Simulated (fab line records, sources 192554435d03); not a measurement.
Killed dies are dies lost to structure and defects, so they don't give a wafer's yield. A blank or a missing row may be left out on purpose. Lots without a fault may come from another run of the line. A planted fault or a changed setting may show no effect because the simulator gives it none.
A struck lot beside a sound one | flow n5_finfet | 25 steps out of a route of 1938
Sound: wafers L414.2, L414.3, L414.4. Struck: wafers L425.2, L425.4, L425.5. The cause comes at the end.
At each step with rows: each side's tool, then ch and its chambers, then its first start. Under that, the readings that differ: sound wafers | struck wafers | difference of the means | sigmas: that difference in standard deviations of wafers without a fault.
alike: readings whose means differ by less than 2 such deviations, and words and numbers that are the same on both sides. not compared: withheld readings, readings that some wafer has no value for, bounds like >300 that may hide the same value, and numbers for which the record gives no deviation and whose values overlap.
The two part at a step that has a row with sigmas, a row that says differs or no value, or rows on one side only. Numbers that don't overlap but have no deviation are shown without sigmas and don't part them. A reading that every wafer of one side lacks parts them only if that side has two wafers or more.

first, 11 steps without rows for these wafers: N5_BEOL_M2_ETCH_74 (etches underlayer in N2/H2, target depth 6.5 nm, time 5.2 s); N5_BEOL_M2_ETCH_63 (etches SiARC in CF4, target depth 15.6 nm, time 26 s); N5_BEOL_M2_ETCH_64 (etches SOC in N2/H2, target depth 75 nm, overetch 22.5 nm, time 121.9 s); N5_BEOL_M2_STRIP_65 (strips in N2/H2); N5_BEOL_M2_STRIP_75 (strips in N2/H2); N5_BEOL_M2_STRIP_66 (strips in CF4); N5_BEOL_M2_HM_OPEN_17 (chemistry Cl2/BCl3, target TiN, target depth 20 nm, overetch 6 nm); N5_BEOL_M2_STRIP_19 (strips in O2); N5_BEOL_M2_COAT_67 (time 60 s, resist thk 60 nm); N5_BEOL_M2_COAT_68 (time 60 s, resist thk 12 nm); N5_BEOL_M2_COAT_76 (time 60 s, resist thk 5 nm).
N5_BEOL_M2_COAT_22: resist thk 30 nm.
  sound on litho_track-02 ch 0, day 7 17:51; struck on litho_track-02 ch 0, day 11 06:32
  reading                                      | sound                | struck               | difference | sigmas
  spin_speed_rpm (rpm)                         | 1502.7 1502.4 1501.3 | 1419.7 1419.9 1419.0 | -82.6      | -83
  model.CAR-EUV_of_BEOL_M2_COAT_22.thk_nm (nm) | 30 30 30             | 30.6 30.8 30.6       | +0.7       |
  alike: dispense_pressure_kPa
then, 9 steps without rows for these wafers: N5_BEOL_M2_EBR_24; N5_BEOL_M2_SOFTBAKE_23 (time 60 s); N5_BEOL_M2_EXPOSE_25 (exposes mask V1, defocus 5 nm); N5_BEOL_M2_PEB_26 (peb time 60 s); N5_BEOL_M2_DEVELOP_27 (develop time 30 s); N5_BEOL_M2_DESCUM_33 (chemistry O2, time 7 s); N5_BEOL_M2_ETCH_77 (etches underlayer in N2/H2, target depth 6.5 nm, time 5.2 s); N5_BEOL_M2_ETCH_69 (etches SiARC in CF4, target depth 15.6 nm, time 26 s); N5_BEOL_M2_ALD_98 (deposits SiO2, target thk 2.5 nm, pulse time 1 s, co reactant pulse time 1 s).
N5_BEOL_M2_ETCHBACK_99: etches SiO2 in CHF3, target depth 5 nm, time 10.4 s.
  sound on rie_diel-01 ch 1,2, day 8 04:16; struck on rie_diel-01 ch 1,2,3, day 11 08:20
  reading                                      | sound          | struck       | difference | sigmas
  model.CAR-EUV_of_BEOL_M2_COAT_22.thk_nm (nm) | 10.4 10.4 10.4 | 11 11.4 11.2 | +1         |
  alike: drypump_motor_current_A, oes_product_au, rf_vpp_V, showerhead_plenum_p_Torr, throttle_valve_pct
  not compared: rf_hours_counter_h
then, 1 step without rows for these wafers: N5_BEOL_M2_ETCH_70 (etches SOC in N2/H2, target depth 80 nm, overetch 24 nm, time 130 s).
-- the record jumps here: 2 days lie between the struck wafers' starts before and after (it left off in module BEOL_M2 and takes up again in module BEOL_M4, whose first step shown is number 1111 of the route) --
N5_BEOL_M4_RC_MEAS_101:
  sound on prober-02 ch 0, day 10 10:49; struck on prober-02 ch 0, day 13 10:04
  alike: DIBL_N, DIBL_P, IOFF_N, IOFF_P, ION_N, ION_P, SS_N, SS_P, VT_N, VT_P
-- the record jumps here: 4 days lie between the struck wafers' starts before and after (it left off in module BEOL_M4 and takes up again in module PASSIVATION, whose first step shown is number 1936 of the route) --
N5_PASSIVATION_PROBE_49:
  sound on prober-02, day 14 11:25; struck on prober-01, day 17 17:31
  reading               | sound       | struck      | difference | sigmas
  sort_bin_6_memory (%) | 4.6 3.8 4.5 | 2.5 3.3 3.1 | -1.3       | -2
  alike: defect_limited_yield, killed_at_M0_to_M3, killed_at_M4_up, killed_at_contacts, killed_at_front_end, killed_at_other, killed_dies, killed_open, killed_short, sort_bin_5_function, sort_bin_8_speed, sort_n_pass, sort_yield_pct

WHERE THEY PART
First at N5_BEOL_M2_COAT_22; last, within this record, at N5_PASSIVATION_PROBE_49.

WHY: what the simulator had put in
Process parameter drift: litho_track-02, from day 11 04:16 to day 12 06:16, at N5_BEOL_M2_COAT_22. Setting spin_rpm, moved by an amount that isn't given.
